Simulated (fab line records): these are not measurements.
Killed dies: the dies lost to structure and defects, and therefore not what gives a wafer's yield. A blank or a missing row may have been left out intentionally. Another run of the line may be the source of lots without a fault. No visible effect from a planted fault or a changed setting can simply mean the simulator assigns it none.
Which tool did it? ; flow n5_finfet ; 10 lots, 30 wafers sampled, at 5 steps of a route of 1938

## WHAT THE GAUGES SHOWED, per wafer
N5_HKMG_FIN_THK_MEAS_70: measures by xrf. Usual: for HK_THK the level is 1.570 nm and the standard deviation is 0.017.
lot;measured;on;HK_THK (nm);flag
L608;day 4 15:02;film_metro-01;1.556 1.581 1.578;
L609;day 4 16:45;film_metro-01;1.570 1.563 1.560;
L610;day 5 01:09;film_metro-01;1.580 1.572 1.559;
L611;day 5 04:18;film_metro-02;1.557 1.531 1.559;
L613;day 5 16:59;film_metro-01;1.576 1.566 1.568;
L619;day 7 05:40;film_metro-02;1.832 1.814 1.828;OFF
L622;day 7 20:44;film_metro-02;1.559 1.859 1.567;OFF
L624;day 8 07:41;film_metro-02;1.510 1.548 1.575;
L625;day 8 17:43;film_metro-01;1.576 1.590 1.554;
L626;day 8 20:29;film_metro-02;1.562 1.585 1.559;

## TOOL THAT RAN EACH LOT (tool first, then ch and the chambers of the sampled wafers, then the start)
lot;N5_SDB_DESCUM_16;N5_SDB_CUT_ETCH_26;N5_SDB_ALD_29;N5_HKMG_FIN_HK_ALD_01
L608;rie_diel-05 ch 0,1,3, day 4 07:02;rie_si-01 ch 2,3, day 4 07:39;ald_sin-01 ch 0,2,3, day 4 07:55;ald_hk-01 ch 0,3, day 4 11:33
L609;rie_diel-03 ch 0,1,2, day 4 08:16;rie_si-01 ch 0,2, day 4 08:53;ald_sin-04 ch 0,2, day 4 09:17;ald_hk-02 ch 0,1,2, day 4 13:15
L610;rie_diel-03 ch 0,1,3, day 4 17:06;rie_si-02 ch 0,1,3, day 4 17:43;ald_sin-03 ch 0,1, day 4 17:53;ald_hk-01 ch 1,2,3, day 4 21:32
L611;rie_diel-03 ch 0,2,3, day 4 19:52;rie_si-01 ch 0,3, day 4 20:29;ald_sin-03 ch 0,2, day 4 20:50;ald_hk-02 ch 2,3, day 5 00:34
L613;rie_diel-05 ch 2,3, day 5 08:50;rie_si-06 ch 1,3, day 5 09:26;ald_sin-01 ch 0,1,2, day 5 09:38;ald_hk-02 ch 1,2, day 5 13:26
L619;rie_diel-04 ch 0,1,3, day 6 21:27;rie_si-02 ch 0,2,3, day 6 22:16;ald_sin-03 ch 0,1, day 6 22:27;ald_hk-02 ch 2,3, day 7 02:12
L622;rie_diel-03 ch 1,3, day 7 12:44;rie_si-02 ch 0,2, day 7 13:23;ald_sin-01 ch 1,2,3, day 7 13:34;ald_hk-02 ch 0,2,3, day 7 17:18
L624;rie_diel-05 ch 1,3, day 7 23:33;rie_si-06 ch 0,2,3, day 8 00:23;ald_sin-01 ch 0,1, day 8 00:34;ald_hk-03 ch 0,2,3, day 8 04:13
L625;rie_diel-03 ch 0,1,3, day 8 08:40;rie_si-06 ch 2,3, day 8 09:46;ald_sin-03 ch 0,3, day 8 10:19;ald_hk-01 ch 0,3, day 8 14:10
L626;rie_diel-04 ch 0,2,3, day 8 11:59;rie_si-01 ch 2,3, day 8 12:37;ald_sin-03 ch 0,3, day 8 13:01;ald_hk-03 ch 0,1,2, day 8 16:53
- N5_SDB_DESCUM_16: chemistry O2, time 7.9 s.
- N5_SDB_CUT_ETCH_26: etches Si in HBr/Cl2/O2, target depth 129.6 nm, bt time 20 s, time 51.8 s.
- N5_SDB_ALD_29: deposits SiNx, target thk 30 nm, pulse time 1 s, ald cycles 600.
- N5_HKMG_FIN_HK_ALD_01: deposits HfO2, target thk 1.6 nm, pulse time 3 s, purge time 3 s.

## AS READ BY THE TOOLS THEMSELVES (means over the sampled wafers that have a number; for cases with no such wafer, the mark the record gives instead)
N5_SDB_DESCUM_16. Usual: bias_power_w 20.00 W, standard deviation 0.058; drypump_motor_current_A 5.7 A, standard deviation 0.38; oes_product_au 0.76 a.u., standard deviation 0.092; rf_vpp_V 243.3 V, standard deviation 1.6; showerhead_plenum_p_Torr 2.10 Torr, standard deviation 0.087; throttle_valve_pct 20.47 %, standard deviation 0.28.
lot;tool;bias_power_w (W);drypump_motor_current_A (A);oes_product_au (a.u.);rf_vpp_V (V);showerhead_plenum_p_Torr (Torr);throttle_valve_pct (%);flag
L608;rie_diel-05;20.00;5.5;0.77;243.8;2.12;20.55;
L609;rie_diel-03;20.07;5.3;0.69;243.5;2.13;20.68;
L610;rie_diel-03;20.01;5.7;0.70;244.4;2.11;20.72;
L611;rie_diel-03;20.01;5.5;0.70;242.9;2.10;20.57;
L613;rie_diel-05;19.99;5.7;0.84;243.1;2.08;20.10;
L619;rie_diel-04;20.06;5.9;0.78;242.7;2.07;20.55;
L622;rie_diel-03;20.08;5.4;0.84;242.8;2.14;20.42;
L624;rie_diel-05;19.91;5.4;0.76;242.1;2.04;20.40;
L625;rie_diel-03;19.99;5.6;0.85;243.0;2.10;20.44;
L626;rie_diel-04;20.07;6.0;0.77;243.8;2.11;20.38;

N5_SDB_CUT_ETCH_26. Usual: drypump_motor_current_A 5.6 A, standard deviation 0.44; oes_o_777_au 1.01 a.u., standard deviation 0.082; oes_product_au 0.998 a.u., standard deviation 0.015; throttle_valve_pct 37.3 %, standard deviation 0.49.
lot;tool;drypump_motor_current_A (A);oes_o_777_au (a.u.);oes_product_au (a.u.);throttle_valve_pct (%);flag
L608;rie_si-01;5.4;1.01;0.987;37.5;
L609;rie_si-01;5.3;0.95;0.986;37.0;
L610;rie_si-02;5.4;0.95;1.004;37.1;
L611;rie_si-01;5.6;1.10;1.000;37.3;
L613;rie_si-06;5.1;1.05;1.014;37.3;
L619;rie_si-02;5.9;0.97;0.995;37.5;
L622;rie_si-02;6.2;1.00;0.990;37.8;
L624;rie_si-06;5.6;0.98;1.002;37.3;
L625;rie_si-06;5.7;1.03;0.995;37.6;
L626;rie_si-01;5.3;0.94;0.989;37.3;

N5_SDB_ALD_29. Usual: heater_power_w 839 W, standard deviation 74; precursor_pulse_height_rel 1.001, standard deviation 0.019.
lot;tool;heater_power_w (W);precursor_pulse_height_rel;flag
L608;ald_sin-01;803;0.980;
L609;ald_sin-04;820;0.986;
L610;ald_sin-03;827;1.000;
L611;ald_sin-03;850;1.005;
L613;ald_sin-01;811;1.006;
L619;ald_sin-03;815;1.004;
L622;ald_sin-01;795;0.983;
L624;ald_sin-01;817;1.012;
L625;ald_sin-03;824;0.999;
L626;ald_sin-03;817;0.997;

N5_HKMG_FIN_HK_ALD_01. Usual: 0.996 for precursor_pulse_height_rel, sd 0.02.
lot;tool;precursor_pulse_height_rel;flag
L608;ald_hk-01;0.981;
L609;ald_hk-02;0.999;
L610;ald_hk-01;0.995;
L611;ald_hk-02;0.982;
L613;ald_hk-02;0.988;
L619;ald_hk-02;0.999;
L622;ald_hk-02;0.988;
L624;ald_hk-03;0.990;
L625;ald_hk-01;1.009;
L626;ald_hk-03;0.998;

## THE ANSWER, worked out from the rows above alone
Rule: a lot is off if the mean of its wafers that have a number lies more than 3 standard deviations from the usual mean. Also off: a lot with no number at a reading for which 4 or more lots have one. Any other lot the step has rows for is counted as sound. First the gauges in route order, then the tools' own readings, where a lot's mean is used as printed above. At the first step where some lot is off, the reading lying furthest off is the one used; lots without a number count as furthest.
Off: L619, L622, at N5_HKMG_FIN_THK_MEAS_70 (HK_THK).
A tool fits if, at a process step before that reading, it ran every lot that is off, and no sound lot after the first of them. Gauges at N5_HKMG_FIN_THK_MEAS_70: tried the same way as those tools. Can't be told from this: 2 tools fit, rie_si-02 at N5_SDB_CUT_ETCH_26, ald_hk-02 at N5_HKMG_FIN_HK_ALD_01.

## WHAT THE SIMULATOR HAD INSERTED
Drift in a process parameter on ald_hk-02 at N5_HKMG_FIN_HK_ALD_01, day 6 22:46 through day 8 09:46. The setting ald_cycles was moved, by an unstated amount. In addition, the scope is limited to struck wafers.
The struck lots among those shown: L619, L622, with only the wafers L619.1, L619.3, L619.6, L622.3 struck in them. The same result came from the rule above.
